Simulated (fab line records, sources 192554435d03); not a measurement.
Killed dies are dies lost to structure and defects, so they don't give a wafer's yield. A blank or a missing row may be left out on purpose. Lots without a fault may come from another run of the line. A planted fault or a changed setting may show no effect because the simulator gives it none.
fab line records | flow n5_finfet
record lots=13 wafers=39 last_day=17
route steps=1938 shown BEOL_M14@1727 BEOL_M15@1776
lots that met no fault: from a run of the same line without faults
start_h: hours from the record's first day to the start of the lot's first wafer shown | wait_h: hours since the lot's step before | " the same as in the row above | L1.1+2: a row that stands for several wafers | - no value, or no start given | * or withheld: withheld | < > ~ a bound
route shown NAME@n: a module of which the file shows steps, and the number in the route of the first | usual: mean/standard deviation of fault-free wafers | same: alike in all rows | chamber/n: place in a boat | sites: the reading at each site | _std_site: their standard deviation | _edge_site: outer sites' mean less inner sites' | radius_mm: how far each site lies from the wafer's centre | mask NAME#n: copy n | behind: the tool/chamber that last shaped the wafer | hold: why the lot was held/for how many hours/how that ended | device: the transistor (n, p or np) that didn't switch | end of line: the same wafers' tests at the end of the route | a step without rows: its recipe alone | killed: dies lost to structure and defects at the first sort, not the wafer's yield | map: a wafer's dies, x killed, . not, _ none there
set.NAME: the setting as run; set.NAME@STEP: as run at that earlier step | model.NAME: the simulator's own value behind a step, which no gauge read
steps of the route over a sample of lots; a table a step, a row a wafer
services: from which hour (start_h, from the record's first day; less than 0 if before it) a tool's chamber was out of use, for how many hours, and why
## steps
# step N5_BEOL_M14_OVL_MEAS_11
# recipe points_per_wafer=44
# usual V13_OVL=2/5.2
# columns lot.wafer tool chamber start_h wait_h V13_OVL[nm]
L517.1 overlay-02 0 246.19 0.0 -4
L517.4 " 0 " " 4
L517.6 " 0 " " -8
L516.1 overlay-02 0 246.58 0.0 5
L516.3 " 0 " " 13
L516.5 " 0 " " 13
L518.2 overlay-01 0 254.82 0.0 4
L518.5 " 0 " " 7
L518.6 " 0 " " 9
L519.1 overlay-02 0 256.42 0.0 10
L519.2 " 0 " " 8
L519.4 " 0 " " 5
L522.2 overlay-01 0 272.43 0.0 1
L522.4 " 0 " " 4
L522.5 " 0 " " 6
L527.2 overlay-02 0 307.47 0.0 1
L527.4 " 0 " " -1
L527.6 " 0 " " -1
L529.1 overlay-01 0 327.11 0.0 -7
L529.2 " 0 " " -3
L529.4 " 0 " " 1
L534.4 overlay-02 0 341.67 0.0 5
L534.5 " 0 " " 4
L534.6 " 0 " " -10
L531.2 overlay-01 0 346.63 0.0 2
L531.3 " 0 " " 4
L531.4 " 0 " " 6
L535.2 overlay-01 0 362.75 0.0 -2
L535.3 " 0 " " -3
L535.4 " 0 " " -5
L537.1 overlay-01 0 370.05 0.0 -5
L537.2 " 0 " " 6
L537.6 " 0 " " 1
L536.1 overlay-02 0 371.19 0.0 -1
L536.4 " 0 " " -2
L536.5 " 0 " " 1
L538.1 overlay-02 0 377.12 0.0 9
L538.3 " 0 " " 2
L538.5 " 0 " " 2
# step N5_BEOL_M14_DEGAS_41
# recipe ambient=vacuum temp_c=300 time_s=60
# usual heater_power_w=491/70
# columns lot.wafer tool chamber start_h wait_h heater_power_w
L517.1 pvd_sputter-02 - 250.04 0.1 590
L517.4 " - " " 456
L517.6 " - " " 583
L516.1 pvd_sputter-03 - 250.08 0.1 450
L516.3 " - " " 549
L516.5 " - " " 438
L518.2 pvd_sputter-01 - 260.65 0.8 597
L518.5 " - " " 468
L518.6 " - " " 359
L519.1 pvd_sputter-01 - 263.63 0.5 479
L519.2 " - " " 623
L519.4 " - " " 360
L522.2 pvd_sputter-01 - 277.80 0.4 483
L522.4 " - " " 367
L522.5 " - " " 464
L527.2 pvd_sputter-03 - 313.05 0.4 435
L527.4 " - " " 482
L527.6 " - " " 556
L529.1 pvd_sputter-02 - 331.17 0.3 455
L529.2 " - " " 469
L529.4 " - " " 582
L534.4 pvd_sputter-01 - 346.46 0.4 605
L534.5 " - " " 610
L534.6 " - " " 478
L531.2 pvd_sputter-01 - 350.04 0.2 456
L531.3 " - " " 362
L531.4 " - " " 617
L535.2 pvd_sputter-01 - 364.92 0.1 611
L535.3 " - " " 364
L535.4 " - " " 458
L537.1 pvd_sputter-02 - 372.01 0.2 596
L537.2 " - " " 454
L537.6 " - " " 464
L536.1 pvd_sputter-03 - 374.96 0.5 494
L536.4 " - " " 434
L536.5 " - " " 569
L538.1 pvd_sputter-01 - 382.64 0.9 605
L538.3 " - " " 455
L538.5 " - " " 357
# step N5_BEOL_M15_COAT_04
# recipe spin_rpm=1704 resist_thk_nm=800
# usual spin_speed_rpm=1704.1/1.2
# columns lot.wafer tool chamber start_h wait_h spin_speed_rpm
L517.1 litho_track-04 0 251.65 - 1703.3
L517.4 " 0 " " 1703.6
L517.6 " 0 " " 1706.4
L516.1 litho_track-04 0 251.70 - 1701.8
L516.3 " 0 " " 1701.6
L516.5 " 0 " " 1704.1
L518.2 litho_track-03 0 262.27 - 1704.3
L518.5 " 0 " " 1703.0
L518.6 " 0 " " 1705.3
L519.1 litho_track-02 0 265.26 - 1702.7
L519.2 " 0 " " 1703.4
L519.4 " 0 " " 1702.9
L522.2 litho_track-02 0 279.46 - 1704.2
L522.4 " 0 " " 1704.2
L522.5 " 0 " " 1704.8
L527.2 litho_track-02 0 314.81 - 1441.4
L527.4 " 0 " " 1439.6
L527.6 " 0 " " 1440.7
L529.1 litho_track-03 0 333.18 - 1703.6
L529.2 " 0 " " 1703.6
L529.4 " 0 " " 1705.3
L534.4 litho_track-04 0 348.70 - 1705.2
L534.5 " 0 " " 1704.4
L534.6 " 0 " " 1702.6
L531.2 litho_track-02 0 351.65 - 1442.4
L531.3 " 0 " " 1439.5
L531.4 " 0 " " 1440.4
L535.2 litho_track-03 0 366.85 - 1705.5
L535.3 " 0 " " 1705.1
L535.4 " 0 " " 1703.3
L537.1 litho_track-04 0 373.63 - 1703.4
L537.2 " 0 " " 1705.4
L537.6 " 0 " " 1705.4
L536.1 litho_track-03 0 376.57 - 1703.7
L536.4 " 0 " " 1706.2
L536.5 " 0 " " 1704.2
L538.1 litho_track-03 0 384.26 - 1704.1
L538.3 " 0 " " 1703.6
L538.5 " 0 " " 1703.1
# step N5_BEOL_M15_OVL_MEAS_11
# recipe points_per_wafer=44
# usual V14_OVL=-1/4.9
# columns lot.wafer tool chamber start_h wait_h V14_OVL[nm]
L517.1 overlay-01 0 252.08 0.0 -2
L517.4 " 0 " " -6
L517.6 " 0 " " -6
L516.1 overlay-02 0 252.24 0.0 -2
L516.3 " 0 " " 4
L516.5 " 0 " " -10
L518.2 overlay-01 0 262.57 0.0 -3
L518.5 " 0 " " -2
L518.6 " 0 " " -5
L519.1 overlay-01 0 265.68 0.0 -3
L519.2 " 0 " " -2
L519.4 " 0 " " -3
L522.2 overlay-02 0 279.76 0.0 -3
L522.4 " 0 " " 4
L522.5 " 0 " " -5
L527.2 overlay-01 0 315.34 0.0 1
L527.4 " 0 " " -1
L527.6 " 0 " " 1
L529.1 overlay-02 0 333.61 0.0 4
L529.2 " 0 " " -2
L529.4 " 0 " " 1
L534.4 overlay-02 0 349.01 0.0 4
L534.5 " 0 " " 4
L534.6 " 0 " " 6
L531.2 overlay-01 0 351.95 0.0 8
L531.3 " 0 " " 5
L531.4 " 0 " " 8
L535.2 overlay-02 0 367.14 0.0 3
L535.3 " 0 " " -4
L535.4 " 0 " " 0
L537.1 overlay-02 0 374.05 0.0 -10
L537.2 " 0 " " -15
L537.6 " 0 " " -4
L536.1 overlay-02 0 376.99 0.0 3
L536.4 " 0 " " 6
L536.5 " 0 " " 8
L538.1 overlay-01 0 384.68 0.0 -6
L538.3 " 0 " " -3
L538.5 " 0 " " 2
## services
# columns tool chamber start_h hours kind
litho_track-02 - 227.30 - consumable_replace:filter
pvd_sputter-03 - 278.15 5.5 repair
pvd_sputter-02 - 294.67 5.9 repair
pvd_sputter-01 - 310.24 2.1 repair
## key
first_sign step=N5_BEOL_M15_COAT_04 reading=spin_speed_rpm direction=down sigmas=99+ usual=* struck=*
effect none on later readings
met_at N5_BEOL_M15_COAT_04
struck_lots L527,L531
not_acting_at N5_BEOL_M14_OVL_MEAS_11,N5_BEOL_M14_DEGAS_41,N5_BEOL_M15_OVL_MEAS_11
onset_between 279.46 314.81
fault kind=process_parameter_drift tool=litho_track-02 chamber=- onset_h=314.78 steps=N5_BEOL_M15_COAT_04 channel=spin_rpm offset=* shape=step end_h=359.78 acts_in=* stated=*
